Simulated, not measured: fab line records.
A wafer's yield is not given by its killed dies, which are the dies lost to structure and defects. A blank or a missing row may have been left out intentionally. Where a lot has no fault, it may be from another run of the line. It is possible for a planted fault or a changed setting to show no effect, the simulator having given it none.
Problem report, 8D (eight disciplines) form, completed by code	flow n5Finfet	the parts of the form that need people (team, actions taken, sign-off) are left out

== 1. PROBLEM STATEMENT ==
spinSpeedRpm at N5_BEOL_M3_COAT_05 reads a mean of 1436.8 rpm on 6 wafers of 2 lots; wafers without a fault read 1499.9 rpm with a standard deviation of 0.84. That is -75 standard deviations from the usual mean.
The step: resist thk 30 nm.
First seen on wafer L271.2, day 11 17:16, on lithoTrack-02. The record has a number at this step for 33 wafers belonging to 11 lots. The rule behind "out" and "out of limits": a value lying over 4 standard deviations away from the usual mean. All remaining wafers that have a number are taken as sound.

== 2. WHAT IT IS, WHAT IT ISN'T ==
question	is	is not
which readings at this step	spinSpeedRpm	exhaustPa
which lots	L271, L272	L253, L255, L258, L259, L262, L263, L274, L275, L276
which wafers of those lots	all that have a number	-
read on which tools	lithoTrack-02	lithoTrack-03, lithoTrack-04
when	from day 11 17:16	up to then (18 sound wafers); but 9 sound wafers of L274, L275, L276 came after

== 3. SUSPECTS, AND WHAT RULES EACH OUT ==
Counting: any tool at a process step up to the reading is kept as a suspect provided that every lot that is out went through it and no sound lot did after the first of them.
- cvdCo-02 at N5_BEOL_M2_PRE_CLEAN_60 (time 15 s): ruled out as a lasting fault. Following L271 (day 11 13:52), the first lot on it that is out, the sound lots L275 were run on it.
- lithoTrack-02 at N5_BEOL_M3_COAT_05 (resist thk 30 nm): kept. It ran every lot that is out, first L271 (day 11 17:16), and no sound lot after that; its last sound lot up to then is L262 (day 9 04:25). Its own readings are out on those wafers: spinSpeedRpm.
The count leaves lithoTrack-02 at N5_BEOL_M3_COAT_05.

== 4. THE CAUSE (what the simulator had put in) ==
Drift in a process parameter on lithoTrack-02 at N5_BEOL_M3_COAT_05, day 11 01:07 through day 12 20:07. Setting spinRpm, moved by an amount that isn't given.
Counting left only this tool.

== 5. THE CHAIN OF EFFECTS, in route order ==
Rows list readings where the struck wafers' mean (over those with a number) sits beyond 3 standard deviations from the usual. Only readings for which the record gives a usual standard deviation are gone through. hours: the time from each lot's start at the first step in this table that gives one to its start at this step, as a median over the lots. sigmas: the change in usual standard deviations.
hours	step	reading	usual	on struck wafers	change	sigmas
0	N5_BEOL_M3_COAT_05	spinSpeedRpm	1499.9 rpm	1436.8	-63.1	-75
Process steps it contains:
- N5_BEOL_M3_COAT_05: resist thk 30 nm.
At these later measuring or inspecting steps, every struck wafer for which the step has a row has a number for every such reading, and none has moved that far: N5_BEOL_M4_RC_MEAS_101.

== 6. HOW IT WOULD HAVE BEEN CAUGHT EARLIER ==
In this record no reading fell out of limits until day 11 17:16, 16 hours after the fault had begun at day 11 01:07.
